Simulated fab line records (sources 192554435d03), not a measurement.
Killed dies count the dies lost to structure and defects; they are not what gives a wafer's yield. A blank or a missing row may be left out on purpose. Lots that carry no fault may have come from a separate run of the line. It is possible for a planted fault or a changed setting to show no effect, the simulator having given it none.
fab line records -- flow n5_finfet
[record] lots = 5, wafers = 15, last_day = 18
route steps=1938 shown DUMMY_GATE@225 BEOL_M4@1111 PASSIVATION@1936
lots untouched by any fault: they come from a run of this same line in which no faults occurred
start_h: hours from the record's first day to the start of the lot's first wafer shown -- wait_h: hours elapsed since this lot's preceding step -- " identical to the entry in the row above -- L1.1+2: several wafers, shown together as one row -- - no value, or no start was given -- * or withheld: withheld -- < > ~ a bound
route shown NAME@n: NAME is a module with steps in the file, n the number in the route of the first one -- usual: mean/standard deviation of fault-free wafers -- same: alike in all rows -- chamber/n: place in a boat -- sites: per-site readings -- _std_site: standard deviation of those values -- _edge_site: the outer-site mean with the inner-site mean subtracted -- radius_mm: for every site, how far away it sits from the centre of the wafer -- mask NAME#n: copy n -- behind: tool/chamber where the wafer was last shaped -- hold: reason for holding the lot/hours on hold/outcome of the hold -- device: which transistor (n, p or np) failed to switch -- end of line: the same wafers' tests at the end of the route -- step lacking rows: just its recipe -- killed: count of dies lost to structure and defects at first sort (not the wafer's yield) -- map: per-die view of a wafer (x killed, . not killed, _ where there is no die)
set.NAME: the setting as run; set.NAME@STEP: as run at that earlier step -- model.NAME: the simulator's own value behind a step, which no gauge read
lots at selected steps of the route; one table per step, one row per wafer
services: the hour from which a tool's chamber was out of use, counted from the record's first day as start_h (under 0 if before that day), plus the number of hours and why
[[steps]]
[step N5_DUMMY_GATE_COAT_09]
[recipe] resist = CAR-EUV, spin_rpm = 1500, resist_thk_nm = 30
[step N5_DUMMY_GATE_EBR_11]
[recipe] solvent = PGMEA, ebr_width_mm = 1.5
[step N5_DUMMY_GATE_SOFTBAKE_10]
[recipe] temp_c = 110, time_s = 60, resist = CAR-EUV
[step N5_DUMMY_GATE_EXPOSE_12]
[recipe] mask_id = GATE, na = 0.33, source_shape = annular, sigma_inner = 0.2, sigma_outer = 0.6, polarization = unpolarized, target_cd_nm = 25, dose_mj = 34
[step N5_DUMMY_GATE_PEB_13]
[recipe] peb_temp_c = 100, peb_time_s = 60, resist = CAR-EUV
[step N5_DUMMY_GATE_DEVELOP_14]
[recipe] develop_time_s = 30, developer = TMAH, resist = CAR-EUV, rinse_liquid = surfactant_rinse, dry = air_spin, dev_temp_c = 23
[step N5_DUMMY_GATE_DESCUM_20]
[recipe] chemistry = O2, time_s = 6.2, source_power_w = 50, bias_power_w = 20, pressure_mtorr = 20, rf_frequency_hz = 2.712e+07, temp_c = 40, resist = CAR-EUV, o2_flow_sccm = 225
[step N5_DUMMY_GATE_ETCH_29]
[recipe] chemistry = N2/H2, target = underlayer, target_depth_a = 130, ion_energy_ev = 200, pressure_mtorr = 30, source_w = 840, bias_w = 150, n2_flow_sccm = 200, h2_flow_sccm = 200
[step N5_DUMMY_GATE_ETCH_36]
[recipe] chemistry = CF4, target = SiARC, target_depth_a = 130, pressure_mtorr = 40, source_w = 545, bias_w = 36, Ar_flow_sccm = 100, cf4_flow_sccm = 100, ion_energy_ev = 80
[step N5_DUMMY_GATE_ETCH_37]
[recipe] chemistry = N2/H2, target = SOC, target_depth_a = 600, overetch_a = 300, temp_c = 40, ion_energy_ev = 200, pressure_mtorr = 30, source_w = 840, bias_w = 150, n2_flow_sccm = 200, h2_flow_sccm = 200
[usual] bias_w = 150.0/0.46, chamber_pressure_mTorr = 30.000/0.027, drypump_motor_current_A = 5.8/0.51, oes_product_au = 0.62/0.055, rf_vpp_V = 523.9/2.6, showerhead_plenum_p_Torr = 2.54/0.096, throttle_valve_pct = 17.93/0.25
lot.wafer,tool,chamber,start_h,wait_h,bias_w,chamber_pressure_mTorr,drypump_motor_current_A,oes_product_au,rf_hours_counter_h,rf_vpp_V,showerhead_plenum_p_Torr,throttle_valve_pct,model.CAR-EUV_of_DUMMY_GATE_COAT_09.thk_nm,model.underlayer_of_DUMMY_GATE_COAT_28.thk_nm,model.SiARC_of_DUMMY_GATE_COAT_35.thk_nm
L249.3,rie_diel-05,0,58.03,0.0,149.8,29.946,6.8,0.70,59,528.8,2.68,17.54,0,0,5
L249.5,rie_diel-05,0,58.03,0.0,150.0,29.998,6.8,0.69,-,528.1,2.68,17.55,0,0,5
L249.6,rie_diel-05,1,58.03,0.0,150.1,29.958,5.4,0.63,-,521.1,2.45,17.62,0,0,5
L254.2,rie_diel-05,3,88.40,0.0,150.2,29.965,5.1,0.55,222,520.7,2.42,18.13,0,0,5
L254.5,rie_diel-05,0,88.40,0.0,149.2,30.019,6.8,0.69,-,528.0,2.68,17.55,0,0,5
L254.6,rie_diel-05,1,88.40,0.0,149.9,29.971,5.4,0.63,-,521.6,2.44,17.63,0,0,5
L269.1,rie_diel-05,0,178.57,0.0,-,-,-,-,-,-,-,-,11.6,10,10
L269.3,rie_diel-05,2,178.57,0.0,-,-,-,-,-,-,-,-,10.8,10,10
L269.6,rie_diel-05,2,178.57,0.0,-,-,-,-,-,-,-,-,10.8,10,10
L270.1,rie_diel-06,2,185.88,0.0,-,-,-,-,-,-,-,-,10.8,10,10
L270.2,rie_diel-06,1,185.88,0.0,-,-,-,-,-,-,-,-,11.6,10,10
L270.4,rie_diel-06,3,185.88,0.0,-,-,-,-,-,-,-,-,12,10,10
L264.1,rie_diel-03,3,187.48,0.0,-,-,-,-,-,-,-,-,11.8,10,10
L264.2,rie_diel-03,1,187.48,0.0,-,-,-,-,-,-,-,-,11.4,10,10
L264.6,rie_diel-03,2,187.48,0.0,-,-,-,-,-,-,-,-,12,10,10
[step N5_DUMMY_GATE_STRIP_38]
[recipe] chemistry = N2/H2, temp_c = 40, n2_flow_sccm = 200, h2_flow_sccm = 200, rf_frequency_hz = 6e+07
[step N5_DUMMY_GATE_STRIP_39]
[recipe] chemistry = N2/H2, temp_c = 40, n2_flow_sccm = 200, h2_flow_sccm = 200, rf_frequency_hz = 6e+07
[step N5_DUMMY_GATE_TRIM_49]
[recipe] chemistry = O2, resist = SOC, time_s = 29, target_cd_nm = 14, source_power_w = 300, bias_power_w = 0, O2_flow_sccm = 100, temp_c = 20
[step N5_DUMMY_GATE_STRIP_40]
[recipe] chemistry = CF4, resist = SiARC, power_w = 300, bias_power_w = 75, pressure_mtorr = 50, cf4_flow_sccm = 150, rf_frequency_hz = 6e+07
[step N5_DUMMY_GATE_CD_MEAS_50]
[recipe] target_cd_nm = 14
[usual] cd_nm = 14.1/0.33
lot.wafer,tool,chamber,start_h,wait_h,cd_nm
L249.3,cd_sem-01,-,58.26,0.0,14.4
L249.5,cd_sem-01,-,58.26,0.0,13.9
L249.6,cd_sem-01,-,58.26,0.0,14.6
L254.2,cd_sem-02,-,88.63,0.0,14.2
L254.5,cd_sem-02,-,88.63,0.0,14.1
L254.6,cd_sem-02,-,88.63,0.0,14.4
L269.1,cd_sem-03,-,179.04,0.0,-
L269.3,cd_sem-03,-,179.04,0.0,-
L269.6,cd_sem-03,-,179.04,0.0,-
L270.1,cd_sem-03,-,186.11,0.0,-
L270.2,cd_sem-03,-,186.11,0.0,-
L270.4,cd_sem-03,-,186.11,0.0,-
L264.1,cd_sem-01,-,187.93,0.0,-
L264.2,cd_sem-01,-,187.93,0.0,-
L264.6,cd_sem-01,-,187.93,0.0,-
[step N5_DUMMY_GATE_ETCH_31]
[recipe] chemistry = C4F6/O2, target = SiO2, mask_material = SOC, target_depth_a = 825, time_s = 27.5, ion_energy_ev = 250, pressure_mtorr = 30, source_w = 345, bias_w = 185, Ar_flow_sccm = 300, C4F6_flow_sccm = 10, O2_flow_sccm = 10
[usual] C4F6_flow_sccm = 9.998/0.028, O2_flow_sccm = 10.00/0.031, drypump_motor_current_A = 5.8/0.52, oes_product_au = 0.78/0.073, rf_vpp_V = 672/9.4, showerhead_plenum_p_Torr = 2.84/0.11, throttle_valve_pct = 21.35/0.2
lot.wafer,tool,chamber,start_h,wait_h,C4F6_flow_sccm,O2_flow_sccm,drypump_motor_current_A,oes_product_au,rf_hours_counter_h,rf_vpp_V,showerhead_plenum_p_Torr,throttle_valve_pct
L249.3,rie_diel-05,1,58.31,0.0,9.971,10.04,5.4,0.81,96,662,2.73,20.97
L249.5,rie_diel-05,1,58.31,0.0,9.999,10.04,5.4,0.81,-,661,2.74,20.95
L249.6,rie_diel-05,2,58.31,0.0,10.017,10.02,5.1,0.68,-,668,2.81,21.70
L254.2,rie_diel-06,3,88.68,0.0,10.021,10.07,5.9,0.87,51,669,2.79,21.25
L254.5,rie_diel-06,2,88.68,0.0,9.993,9.99,5.4,0.74,-,660,2.73,21.43
L254.6,rie_diel-06,1,88.68,0.0,9.999,10.00,6.3,0.80,-,683,2.97,21.49
L269.1,rie_diel-06,1,179.31,0.3,10.006,10.01,6.3,0.29,152,681,2.95,21.10
L269.3,rie_diel-06,2,179.31,0.3,9.971,9.97,5.5,0.27,238,659,2.71,21.05
L269.6,rie_diel-06,1,179.31,0.3,9.995,9.96,6.4,0.29,-,682,2.95,21.11
L270.1,rie_diel-06,3,186.16,0.0,9.993,10.04,5.9,0.32,83,669,2.78,20.88
L270.2,rie_diel-06,2,186.16,0.0,9.975,9.96,5.5,0.27,242,660,2.71,21.08
L270.4,rie_diel-06,1,186.16,0.0,9.994,9.98,6.3,0.29,155,682,2.95,21.13
L264.1,rie_diel-05,0,188.05,0.1,9.988,9.98,6.8,0.31,102,684,3.00,20.67
L264.2,rie_diel-05,2,188.05,0.1,10.014,10.03,5.1,0.33,46,667,2.79,20.93
L264.6,rie_diel-05,0,188.05,0.1,9.973,9.95,6.8,0.32,-,684,3.00,20.67
[step N5_DUMMY_GATE_STRIP_41]
[recipe] chemistry = O2, power_w = 400, temp_c = 40, pressure_mtorr = 30, rf_frequency_hz = 6e+07, bias_power_w = 0, overash_fraction = 0.3, o2_flow_sccm = 225
[step N5_DUMMY_GATE_ETCH_32]
[recipe] chemistry = CF4, target = SiO2, target_depth_a = 35, time_s = 3.9, ion_energy_ev = 350, pressure_mtorr = 10, icp_w = 800, bias_w = 400, cf4_flow_sccm = 80
[step N5_DUMMY_GATE_ETCH_23]
[recipe] chemistry = HBr/Cl2/O2, HBr_flow_sccm = 150, Cl2_flow_sccm = 80, O2_flow_sccm = 12, bias_w = 102, target_depth_a = 410, time_s = 22.3, target = poly-Si, mask_material = SiO2, pressure_mtorr = 10, icp_w = 800
[step N5_DUMMY_GATE_ETCH_44]
[recipe] chemistry = HBr/O2, over_etch_frac = 0.7, target_depth_a = 1275, stop_on = SiO2, ion_energy_ev = 60, bias_w = 20, target = poly-Si, mask_material = SiO2, pressure_mtorr = 20, icp_w = 400, HBr_flow_sccm = 120, O2_flow_sccm = 10
[usual] HBr_flow_sccm = 120.0/0.35, O2_flow_sccm = 10.003/0.029, drypump_motor_current_A = 5.7/0.41, oes_product_au = 0.729/0.012, throttle_valve_pct = 18.47/0.26
lot.wafer,tool,chamber,start_h,wait_h,HBr_flow_sccm,O2_flow_sccm,drypump_motor_current_A,oes_product_au,rf_hours_counter_h,throttle_valve_pct
L249.3,rie_si-06,2,58.64,0.0,119.4,9.971,6.4,0.751,154,18.85
L249.5,rie_si-06,2,58.64,0.0,119.8,10.005,6.4,0.740,-,18.83
L249.6,rie_si-06,3,58.64,0.0,120.4,9.947,6.0,0.743,-,18.44
L254.2,rie_si-06,0,89.01,0.0,119.6,9.990,5.8,0.733,6,18.40
L254.5,rie_si-06,2,89.01,0.0,120.1,9.998,6.3,0.750,-,18.85
L254.6,rie_si-06,1,89.01,0.0,119.7,9.959,6.2,0.717,-,18.94
L269.1,rie_si-05,0,179.64,0.0,119.3,10.007,5.8,0.388,83,18.68
L269.3,rie_si-05,2,179.64,0.0,120.1,10.026,5.0,0.375,12,18.00
L269.6,rie_si-05,1,179.64,0.0,120.5,9.946,5.3,0.375,-,18.50
L270.1,rie_si-03,3,186.49,0.0,120.0,10.006,5.9,0.385,154,18.58
L270.2,rie_si-03,0,186.49,0.0,120.3,9.978,6.0,0.385,140,18.25
L270.4,rie_si-03,1,186.49,0.0,119.9,10.028,5.4,0.372,182,18.28
L264.1,rie_si-06,1,188.50,0.0,120.1,10.022,6.3,0.372,103,18.95
L264.2,rie_si-06,0,188.50,0.0,120.1,10.000,5.8,0.374,8,18.42
L264.6,rie_si-06,2,188.50,0.0,120.2,9.990,6.4,0.380,-,18.86
[step N5_DUMMY_GATE_CD_MEAS_24]
[recipe] target_cd_nm = 15
[usual] cd_nm = 15.1/0.36
lot.wafer,tool,chamber,start_h,wait_h,cd_nm
L249.3,cd_sem-02,-,58.76,0.1,15.3
L249.5,cd_sem-02,-,58.76,0.1,15.0
L249.6,cd_sem-02,-,58.76,0.1,15.1
L254.2,cd_sem-01,-,89.13,0.1,15.6
L254.5,cd_sem-01,-,89.13,0.1,15.4
L254.6,cd_sem-01,-,89.13,0.1,15.4
L269.1,cd_sem-03,-,179.75,0.1,-
L269.3,cd_sem-03,-,179.75,0.1,-
L269.6,cd_sem-03,-,179.75,0.1,-
L270.1,cd_sem-03,-,186.60,0.1,-
L270.2,cd_sem-03,-,186.60,0.1,-
L270.4,cd_sem-03,-,186.60,0.1,-
L264.1,cd_sem-03,-,188.61,0.1,-
L264.2,cd_sem-03,-,188.61,0.1,-
L264.6,cd_sem-03,-,188.61,0.1,-
[step N5_BEOL_M4_RC_MEAS_101]
[usual] DIBL_N = 36.1/1.6, DIBL_P = 35.8/2.1, IOFF_N = 0.16/0.031, IOFF_P = 0.21/0.034, ION_N = 673/12, ION_P = 461/7.2, SS_N = 71.4/0.59, SS_P = 73.3/0.63, VT_N = 250/3.1, VT_P = -250/3.3
lot.wafer,tool,chamber,start_h,wait_h,DIBL_N[mV/V],DIBL_P[mV/V],IOFF_N[nA/um],IOFF_P[nA/um],ION_N[uA/um],ION_P[uA/um],SS_N[mV/dec],SS_P[mV/dec],VT_N[mV],VT_P[mV]
L249.3,prober-02,0,186.35,0.3,35.4,35.2,0.12,0.18,651,460,71.8,73.1,252,-251
L249.5,prober-02,0,186.35,0.3,34.6,33.7,0.12,0.16,666,452,70.6,72.8,254,-255
L249.6,prober-02,0,186.35,0.3,36.8,36.7,0.15,0.20,675,462,72.1,73.5,250,-250
L254.2,prober-01,0,215.25,0.2,34.8,33.4,0.13,0.20,667,463,71.3,72.9,250,-247
L254.5,prober-01,0,215.25,0.2,34.0,33.0,0.12,0.19,668,463,71.0,73.3,251,-250
L254.6,prober-01,0,215.25,0.2,36.1,33.9,0.15,0.21,686,467,71.6,73.0,249,-247
[step N5_PASSIVATION_PROBE_49]
[usual] defect_limited_yield = 91.0/1.5, killed_at_M0_to_M3 = 35/11, killed_at_M4_up = 13/6, killed_at_contacts = 14/6.5, killed_at_front_end = 40/12, killed_at_other = 4/3.4, killed_dies = 106/18, killed_on_rim = 14/4.7, killed_open = 68/14, killed_short = 35/7.7, sort_bin_5_function = 5.2/0.98, sort_bin_6_memory = 3.4/0.72, sort_n_pass = 1074/18, sort_yield_pct = 91.0/1.5
[same] gross_dies = 1180, killed_at_back_side = 0, sort_bin_4_leakage[%] = 0, sort_bin_8_speed[%] = 0
lot.wafer,tool,chamber,start_h,wait_h,defect_limited_yield[%],killed_at_M0_to_M3,killed_at_M4_up,killed_at_contacts,killed_at_front_end,killed_at_other,killed_dies,killed_on_rim,killed_open,killed_short,sort_bin_5_function[%],sort_bin_6_memory[%],sort_n_pass,sort_yield_pct[%]
L254.2,prober-02,-,361.94,0.1,90.8,17,20,17,44,11,109,15,75,32,5.2,3.8,1071,90.8
L254.5,prober-02,-,362.09,0.2,89.7,44,3,13,57,5,122,16,80,37,6.4,3.6,1058,89.7
L254.6,prober-02,-,362.14,0.3,89.7,25,10,16,66,5,122,24,81,39,6.9,3.2,1058,89.7
L270.1,prober-01,-,407.77,0.3,0,49,2,7,1120,2,1180,152,65,42,95.6,4.0,0,0
L270.2,prober-01,-,407.82,0.4,0,42,8,20,1109,1,1180,152,60,36,96.5,3.2,0,0
L270.4,prober-01,-,407.92,0.5,0,39,15,12,1110,4,1180,152,69,27,97.1,2.9,0,0
L269.1,prober-01,-,410.02,0.0,0,25,10,11,1130,4,1180,152,71,40,96.3,3.3,0,0
L269.3,prober-01,-,410.12,0.1,0,29,15,33,1103,0,1180,152,110,43,93.6,6.1,0,0
L269.6,prober-01,-,410.27,0.3,0,17,8,24,1131,0,1180,152,65,30,96.4,3.1,0,0
L264.1,prober-02,-,425.38,0.0,0,36,27,28,1089,0,1180,152,101,29,95.3,4.7,0,0
L264.2,prober-02,-,425.43,0.1,0,60,15,8,1097,0,1180,152,77,47,95.8,3.8,0,0
L264.6,prober-02,-,425.63,0.3,0,35,23,6,1116,0,1180,152,76,37,96.0,3.6,0,0
// killed by level:class
L254.2 MOL_CONTACT_COAG:geometric_particle:open=14 STI_FIN_REVEAL:geometric_particle:open=12 GATE_CUT:geometric_particle:open=7 FIN_SAQP:geometric_particle:open=6 BEOL_M4:geometric_particle:open=6 GATE_CUT:geometric_particle:short=5 BEOL_M0_SAQP:geometric_particle:open=4 BEOL_M3:geometric_particle:open=4
L254.5 STI_FIN_REVEAL:geometric_particle:open=18 MOL_CONTACT_COAG:geometric_particle:open=10 FIN_SAQP:geometric_particle:short=9 BEOL_M2:geometric_particle:open=9 BEOL_M3:geometric_particle:open=9 FIN_SAQP:geometric_particle:open=8 BEOL_M0_SAQP:geometric_particle:open=8 BEOL_M0_SAQP:geometric_particle:short=8
L254.6 STI_FIN_REVEAL:geometric_particle:open=29 MOL_CONTACT_COAG:geometric_particle:open=14 FIN_SAQP:geometric_particle:open=10 FIN_SAQP:geometric_particle:short=9 BEOL_M0_SAQP:geometric_particle:open=6 GATE_CUT:geometric_particle:short=6 BEOL_M0_SAQP:geometric_particle:short=5 BEOL_M2:geometric_particle:open=5
L270.1 DUMMY_GATE:area_etch=1070 FIN_SAQP:geometric_particle:open=19 BEOL_M0_SAQP:geometric_particle:short=19 BEOL_M0_SAQP:geometric_particle:open=10 STI_FIN_REVEAL:geometric_particle:open=8 MOL_CONTACT_COAG:geometric_particle:open=7 BEOL_M2:geometric_particle:open=7 FIN_SAQP:geometric_particle:short=6
L270.2 DUMMY_GATE:area_etch=1084 MOL_CONTACT_COAG:geometric_particle:open=15 BEOL_M2:geometric_particle:open=13 BEOL_M0_SAQP:geometric_particle:short=12 BEOL_M0_SAQP:geometric_particle:open=6 FIN_SAQP:geometric_particle:open=5 FIN_SAQP:geometric_particle:short=5 STI_FIN_REVEAL:geometric_particle:open=5
L270.4 DUMMY_GATE:area_etch=1082 BEOL_M0_SAQP:geometric_particle:open=13 MOL_CONTACT_COAG:geometric_particle:open=9 FIN_SAQP:geometric_particle:open=8 BEOL_M0_SAQP:geometric_particle:short=7 BEOL_M4:geometric_particle:open=7 STI_FIN_REVEAL:geometric_particle:open=6 BEOL_M3:geometric_particle:open=6
L269.1 DUMMY_GATE:area_etch=1069 STI_FIN_REVEAL:geometric_particle:open=20 BEOL_M0_SAQP:geometric_particle:short=14 DUMMY_GATE:geometric_particle:open=9 MOL_CONTACT_COAG:geometric_particle:open=9 FIN_SAQP:geometric_particle:open=8 GATE_CUT:geometric_particle:short=7 FIN_SAQP:geometric_particle:short=4
L269.3 DUMMY_GATE:area_etch=1027 STI_FIN_REVEAL:geometric_particle:open=32 MOL_CONTACT_COAG:geometric_particle:open=26 BEOL_M0_SAQP:geometric_particle:open=13 STI_FIN_REVEAL:geometric_particle:short=12 BEOL_M0_SAQP:geometric_particle:short=8 BEOL_M4:geometric_particle:open=7 MOL_CONTACT_COAG:geometric_particle:short=7
L269.6 DUMMY_GATE:area_etch=1085 STI_FIN_REVEAL:geometric_particle:open=22 MOL_CONTACT_COAG:geometric_particle:open=16 MOL_CONTACT_COAG:geometric_particle:short=8 FIN_SAQP:geometric_particle:short=7 BEOL_M0_SAQP:geometric_particle:open=6 STI_FIN_REVEAL:geometric_particle:short=4 BEOL_M4:geometric_particle:open=4
L264.1 DUMMY_GATE:area_etch=1050 MOL_CONTACT_COAG:geometric_particle:open=24 BEOL_M4:geometric_particle:open=21 FIN_SAQP:geometric_particle:short=12 BEOL_M3:geometric_particle:open=9 BEOL_M2:geometric_particle:open=8 STI_FIN_REVEAL:geometric_particle:open=6 BEOL_M0_SAQP:geometric_particle:open=5
L264.2 DUMMY_GATE:area_etch=1056 BEOL_M0_SAQP:geometric_particle:open=18 BEOL_M0_SAQP:geometric_particle:short=18 BEOL_M3:geometric_particle:open=13 FIN_SAQP:geometric_particle:open=10 FIN_SAQP:geometric_particle:short=10 BEOL_M4:geometric_particle:open=9 MOL_CONTACT_COAG:geometric_particle:open=6
L264.6 DUMMY_GATE:area_etch=1067 FIN_SAQP:geometric_particle:open=13 FIN_SAQP:geometric_particle:short=12 BEOL_M4:geometric_particle:open=10 BEOL_M3:geometric_particle:open=9 STI_FIN_REVEAL:geometric_particle:open=8 BEOL_M1:geometric_particle:open=7 MOL_CONTACT_COAG:geometric_particle:open=6
// map L264.1 (x killed, . not)
_________________xxxxxxxxxxxx________________
______________xxxxxxxxxxxxxxxxxx_____________
___________xxxxxxxxxxxxxxxxxxxxxxxx__________
__________xxxxxxxxxxxxxxxxxxxxxxxxxx_________
________xxxxxxxxxxxxxxxxxxxxxxxxxxxxxx_______
_______xxxxxxxxxxxxxxxxxxxxxxxxxxxxxxxx______
______xxxxxxxxxxxxxxxxxxxxxxxxxxxxxxxxxx_____
_____xxxxxxxxxxxxxxxxxxxxxxxxxxxxxxxxxxxx____
____xxxxxxxxxxxxxxxxxxxxxxxxxxxxxxxxxxxxxx___
___xxxxxxxxxxxxxxxxxxxxxxxxxxxxxxxxxxxxxxxx__
___xxxxxxxxxxxxxxxxxxxxxxxxxxxxxxxxxxxxxxxx__
__xxxxxxxxxxxxxxxxxxxxxxxxxxxxxxxxxxxxxxxxxx_
__xxxxxxxxxxxxxxxxxxxxxxxxxxxxxxxxxxxxxxxxxx_
_xxxxxxxxxxxxxxxxxxxxxxxxxxxxxxxxxxxxxxxxxxxx
_xxxxxxxxxxxxxxxxxxxxxxxxxxxxxxxxxxxxxxxxxxxx
_xxxxxxxxxxxxxxxxxxxxxxxxxxxxxxxxxxxxxxxxxxxx
_xxxxxxxxxxxxxxxxxxxxxxxxxxxxxxxxxxxxxxxxxxxx
_xxxxxxxxxxxxxxxxxxxxxxxxxxxxxxxxxxxxxxxxxxxx
_xxxxxxxxxxxxxxxxxxxxxxxxxxxxxxxxxxxxxxxxxxxx
_xxxxxxxxxxxxxxxxxxxxxxxxxxxxxxxxxxxxxxxxxxxx
_xxxxxxxxxxxxxxxxxxxxxxxxxxxxxxxxxxxxxxxxxxxx
__xxxxxxxxxxxxxxxxxxxxxxxxxxxxxxxxxxxxxxxxxx_
__xxxxxxxxxxxxxxxxxxxxxxxxxxxxxxxxxxxxxxxxxx_
___xxxxxxxxxxxxxxxxxxxxxxxxxxxxxxxxxxxxxxxx__
___xxxxxxxxxxxxxxxxxxxxxxxxxxxxxxxxxxxxxxxx__
____xxxxxxxxxxxxxxxxxxxxxxxxxxxxxxxxxxxxxx___
_____xxxxxxxxxxxxxxxxxxxxxxxxxxxxxxxxxxxx____
______xxxxxxxxxxxxxxxxxxxxxxxxxxxxxxxxxx_____
_______xxxxxxxxxxxxxxxxxxxxxxxxxxxxxxxx______
________xxxxxxxxxxxxxxxxxxxxxxxxxxxxxx_______
__________xxxxxxxxxxxxxxxxxxxxxxxxxx_________
___________xxxxxxxxxxxxxxxxxxxxxxxx__________
______________xxxxxxxxxxxxxxxxxx_____________
_________________xxxxxxxxxxxx________________
// map L269.1 (x killed, . not)
_________________xxxxxxxxxxxx________________
______________xxxxxxxxxxxxxxxxxx_____________
___________xxxxxxxxxxxxxxxxxxxxxxxx__________
__________xxxxxxxxxxxxxxxxxxxxxxxxxx_________
________xxxxxxxxxxxxxxxxxxxxxxxxxxxxxx_______
_______xxxxxxxxxxxxxxxxxxxxxxxxxxxxxxxx______
______xxxxxxxxxxxxxxxxxxxxxxxxxxxxxxxxxx_____
_____xxxxxxxxxxxxxxxxxxxxxxxxxxxxxxxxxxxx____
____xxxxxxxxxxxxxxxxxxxxxxxxxxxxxxxxxxxxxx___
___xxxxxxxxxxxxxxxxxxxxxxxxxxxxxxxxxxxxxxxx__
___xxxxxxxxxxxxxxxxxxxxxxxxxxxxxxxxxxxxxxxx__
__xxxxxxxxxxxxxxxxxxxxxxxxxxxxxxxxxxxxxxxxxx_
__xxxxxxxxxxxxxxxxxxxxxxxxxxxxxxxxxxxxxxxxxx_
_xxxxxxxxxxxxxxxxxxxxxxxxxxxxxxxxxxxxxxxxxxxx
_xxxxxxxxxxxxxxxxxxxxxxxxxxxxxxxxxxxxxxxxxxxx
_xxxxxxxxxxxxxxxxxxxxxxxxxxxxxxxxxxxxxxxxxxxx
_xxxxxxxxxxxxxxxxxxxxxxxxxxxxxxxxxxxxxxxxxxxx
_xxxxxxxxxxxxxxxxxxxxxxxxxxxxxxxxxxxxxxxxxxxx
_xxxxxxxxxxxxxxxxxxxxxxxxxxxxxxxxxxxxxxxxxxxx
_xxxxxxxxxxxxxxxxxxxxxxxxxxxxxxxxxxxxxxxxxxxx
_xxxxxxxxxxxxxxxxxxxxxxxxxxxxxxxxxxxxxxxxxxxx
__xxxxxxxxxxxxxxxxxxxxxxxxxxxxxxxxxxxxxxxxxx_
__xxxxxxxxxxxxxxxxxxxxxxxxxxxxxxxxxxxxxxxxxx_
___xxxxxxxxxxxxxxxxxxxxxxxxxxxxxxxxxxxxxxxx__
___xxxxxxxxxxxxxxxxxxxxxxxxxxxxxxxxxxxxxxxx__
____xxxxxxxxxxxxxxxxxxxxxxxxxxxxxxxxxxxxxx___
_____xxxxxxxxxxxxxxxxxxxxxxxxxxxxxxxxxxxx____
______xxxxxxxxxxxxxxxxxxxxxxxxxxxxxxxxxx_____
_______xxxxxxxxxxxxxxxxxxxxxxxxxxxxxxxx______
________xxxxxxxxxxxxxxxxxxxxxxxxxxxxxx_______
__________xxxxxxxxxxxxxxxxxxxxxxxxxx_________
___________xxxxxxxxxxxxxxxxxxxxxxxx__________
______________xxxxxxxxxxxxxxxxxx_____________
_________________xxxxxxxxxxxx________________
[[services]]
tool,chamber,start_h,hours,kind
rie_diel-05,1,44.15,5.6,repair
rie_si-03,-,48.79,2.8,pm
rie_diel-05,2,58.53,-,clean
rie_diel-05,2,58.53,-,consumable_replace:focus_ring
rie_diel-05,2,58.53,9.1,scheduled_down
rie_diel-05,2,58.53,9.1,vent_cycle
rie_si-03,2,61.71,5.8,repair
rie_diel-05,0,62.71,3.0,repair
rie_si-05,1,65.71,22.7,repair
rie_diel-06,1,79.24,2.5,repair
rie_diel-06,3,91.35,10.4,repair
rie_si-06,-,101.37,0.1,repair
rie_diel-03,1,111.25,11.3,repair
rie_si-06,-,131.08,15.6,pm
rie_diel-05,1,140.23,4.2,repair
rie_diel-05,0,144.19,3.1,repair
rie_diel-03,1,156.24,7.0,repair
rie_diel-03,2,158.64,5.7,repair
rie_diel-06,1,171.06,6.3,repair
rie_diel-05,3,172.48,-,clean
rie_diel-05,3,172.48,-,consumable_replace:focus_ring
rie_diel-05,3,172.48,-,consumable_replace:showerhead
rie_diel-05,3,172.48,17.5,scheduled_down
rie_diel-05,1,185.48,11.0,repair
[[key]]
[first_sign] step = N5_DUMMY_GATE_ETCH_37, reading = tool_record, direction = missing
[effect] step = N5_DUMMY_GATE_CD_MEAS_50, reading = cd_nm, direction = missing
[effect] step = N5_DUMMY_GATE_ETCH_31, reading = oes_product_au, direction = down, sigmas = 6.6, usual = 0.78, struck = 0.30
[effect] step = N5_DUMMY_GATE_ETCH_44, reading = oes_product_au, direction = down, sigmas = 29, usual = 0.729, struck = 0.378
[effect] step = N5_DUMMY_GATE_CD_MEAS_24, reading = cd_nm, direction = missing
[effect] step = N5_PASSIVATION_PROBE_49, reading = sort_bin_5_function, direction = up, sigmas = 93, usual = 5.2, struck = 95.8
[model_effect] step = N5_DUMMY_GATE_ETCH_37, value = CAR-EUV_of_DUMMY_GATE_COAT_09.thk_nm, without = 0, struck = 11.42
[more_kills_born_at] N5_DUMMY_GATE_ETCH_37@rie_diel-06 = 3236, N5_DUMMY_GATE_ETCH_37@rie_diel-05 = 3181, N5_DUMMY_GATE_ETCH_37@rie_diel-03 = 3173
met_at N5_DUMMY_GATE_ETCH_37
struck_wafers L264.1,L264.2,L264.6,L269.1,L269.3,L269.6,L270.1,L270.2,L270.4
later_rows_left_out L264.1,L264.2,L264.6,L269.1,L269.3,L269.6,L270.1,L270.2,L270.4
onset_between 88.40 178.57
[fault] kind = skipped_step_whole, tool = rie_diel-03,rie_diel-05,rie_diel-06, chamber = -, onset_h = 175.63, steps = N5_DUMMY_GATE_ETCH_37, scope = struck_lots_only
// later_rows_left_out: the simulator's readings of these wafers behind a module that went badly wrong aren't trusted and aren't shown, but for the sort
